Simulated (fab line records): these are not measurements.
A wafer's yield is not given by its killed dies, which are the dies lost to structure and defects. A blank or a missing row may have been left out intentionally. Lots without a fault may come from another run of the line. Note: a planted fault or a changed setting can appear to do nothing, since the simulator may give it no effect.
Matching of chambers / flow n5Finfet / aldMetal-03 running N5_BEOL_M4_ALD_84: 4 sister chambers
The step deposits TaN, pulse time 2 s, purge time 3 s, co reactant purge time 2 s. 20 wafers are shown with their chamber, then 10 later ones without.

## EACH WAFER AND ITS CHAMBER
wafer=L074.2; chamber=1; heaterPowerW (W)=392; susceptorTempC (C)=274.82; precursorVesselPressureTorr (Torr)=26.23
wafer=L074.3; chamber=0; heaterPowerW (W)=517; susceptorTempC (C)=274.68; precursorVesselPressureTorr (Torr)=26.41
wafer=L074.5; chamber=3; heaterPowerW (W)=456; susceptorTempC (C)=274.90; precursorVesselPressureTorr (Torr)=26.15
wafer=L076.2; chamber=3; heaterPowerW (W)=469; susceptorTempC (C)=275.02; precursorVesselPressureTorr (Torr)=26.30
wafer=L076.4; chamber=1; heaterPowerW (W)=396; susceptorTempC (C)=275.16; precursorVesselPressureTorr (Torr)=26.20
wafer=L076.5; chamber=0; heaterPowerW (W)=504; susceptorTempC (C)=274.57; precursorVesselPressureTorr (Torr)=26.27
wafer=L079.3; chamber=0; heaterPowerW (W)=511; susceptorTempC (C)=274.77; precursorVesselPressureTorr (Torr)=26.25
wafer=L079.4; chamber=2; heaterPowerW (W)=415; susceptorTempC (C)=275.06; precursorVesselPressureTorr (Torr)=26.26
wafer=L079.6; chamber=0; heaterPowerW (W)=502; susceptorTempC (C)=275.14; precursorVesselPressureTorr (Torr)=26.23
wafer=L080.1; chamber=1; heaterPowerW (W)=399; susceptorTempC (C)=275.03; precursorVesselPressureTorr (Torr)=26.29
wafer=L080.3; chamber=0; heaterPowerW (W)=522; susceptorTempC (C)=275.19; precursorVesselPressureTorr (Torr)=26.22
wafer=L080.4; chamber=3; heaterPowerW (W)=456; susceptorTempC (C)=275.22; precursorVesselPressureTorr (Torr)=26.28
wafer=L081.1; chamber=0; heaterPowerW (W)=503; susceptorTempC (C)=274.94; precursorVesselPressureTorr (Torr)=26.21
wafer=L081.2; chamber=3; heaterPowerW (W)=464; susceptorTempC (C)=275.01; precursorVesselPressureTorr (Torr)=26.22
wafer=L081.5; chamber=2; heaterPowerW (W)=412; susceptorTempC (C)=274.62; precursorVesselPressureTorr (Torr)=26.21
wafer=L087.3; chamber=0; heaterPowerW (W)=503; susceptorTempC (C)=275.15; precursorVesselPressureTorr (Torr)=26.24
wafer=L087.5; chamber=0; heaterPowerW (W)=502; susceptorTempC (C)=274.80; precursorVesselPressureTorr (Torr)=26.23
wafer=L087.6; chamber=3; heaterPowerW (W)=460; susceptorTempC (C)=274.85; precursorVesselPressureTorr (Torr)=26.22
wafer=L090.1; chamber=3; heaterPowerW (W)=459; susceptorTempC (C)=275.00; precursorVesselPressureTorr (Torr)=26.26
wafer=L090.2; chamber=2; heaterPowerW (W)=398; susceptorTempC (C)=275.03; precursorVesselPressureTorr (Torr)=26.24

SIGNATURES, as means of the wafers listed above
reading=heaterPowerW; chamber 0=508.00; chamber 1=395.67; chamber 2=408.33; chamber 3=460.67; scatter within a chamber=6.8
reading=susceptorTempC; chamber 0=274.9050; chamber 1=275.0033; chamber 2=274.9033; chamber 3=275.0000; scatter within a chamber=0.202
reading=precursorVesselPressureTorr; chamber 0=26.2575; chamber 1=26.2400; chamber 2=26.2367; chamber 3=26.2383; scatter within a chamber=0.0553
Rule: for a wafer and a chamber, the distance is found by dividing, reading by reading, the gap between the wafer's reading and the chamber's mean by the reading's scatter, squaring, summing and taking the root. If the next closest chamber is less than 2 further off than the closest, the wafer can't be placed; otherwise it belongs to the closest. The scatter: take each reading less its chamber's mean, square it, sum over the shown wafers, divide by the number of wafers less the number of chambers, and take the root.

## WAFERS WITH NO CHAMBER GIVEN
wafer=L090.4; heaterPowerW (W)=497; susceptorTempC (C)=275.00; precursorVesselPressureTorr (Torr)=26.16
wafer=L089.3; heaterPowerW (W)=398; susceptorTempC (C)=275.02; precursorVesselPressureTorr (Torr)=26.16
wafer=L089.5; heaterPowerW (W)=450; susceptorTempC (C)=275.45; precursorVesselPressureTorr (Torr)=26.22
wafer=L089.6; heaterPowerW (W)=407; susceptorTempC (C)=275.16; precursorVesselPressureTorr (Torr)=26.29
wafer=L092.1; heaterPowerW (W)=386; susceptorTempC (C)=275.24; precursorVesselPressureTorr (Torr)=26.23
wafer=L092.2; heaterPowerW (W)=468; susceptorTempC (C)=274.87; precursorVesselPressureTorr (Torr)=26.26
wafer=L092.6; heaterPowerW (W)=407; susceptorTempC (C)=274.65; precursorVesselPressureTorr (Torr)=26.28
wafer=L095.1; heaterPowerW (W)=496; susceptorTempC (C)=274.87; precursorVesselPressureTorr (Torr)=26.31
wafer=L095.2; heaterPowerW (W)=391; susceptorTempC (C)=274.57; precursorVesselPressureTorr (Torr)=26.27
wafer=L095.5; heaterPowerW (W)=459; susceptorTempC (C)=274.99; precursorVesselPressureTorr (Torr)=26.19

## WHICH CHAMBER EACH ONE RAN IN
wafer=L090.4; from the rows above=0; in truth=0
wafer=L089.3; from the rows above=can't be placed: 1 or 2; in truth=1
wafer=L089.5; from the rows above=3; in truth=3
wafer=L089.6; from the rows above=can't be placed: 2 or 1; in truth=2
wafer=L092.1; from the rows above=can't be placed: 1 or 2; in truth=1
wafer=L092.2; from the rows above=3; in truth=3
wafer=L092.6; from the rows above=can't be placed: 2 or 1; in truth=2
wafer=L095.1; from the rows above=0; in truth=0
wafer=L095.2; from the rows above=can't be placed: 1 or 2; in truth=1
wafer=L095.5; from the rows above=3; in truth=3
5 of 10 placed correctly. Not placeable from these rows: 5 (in 5, the candidates include the true chamber). Wrongly placed: 0.
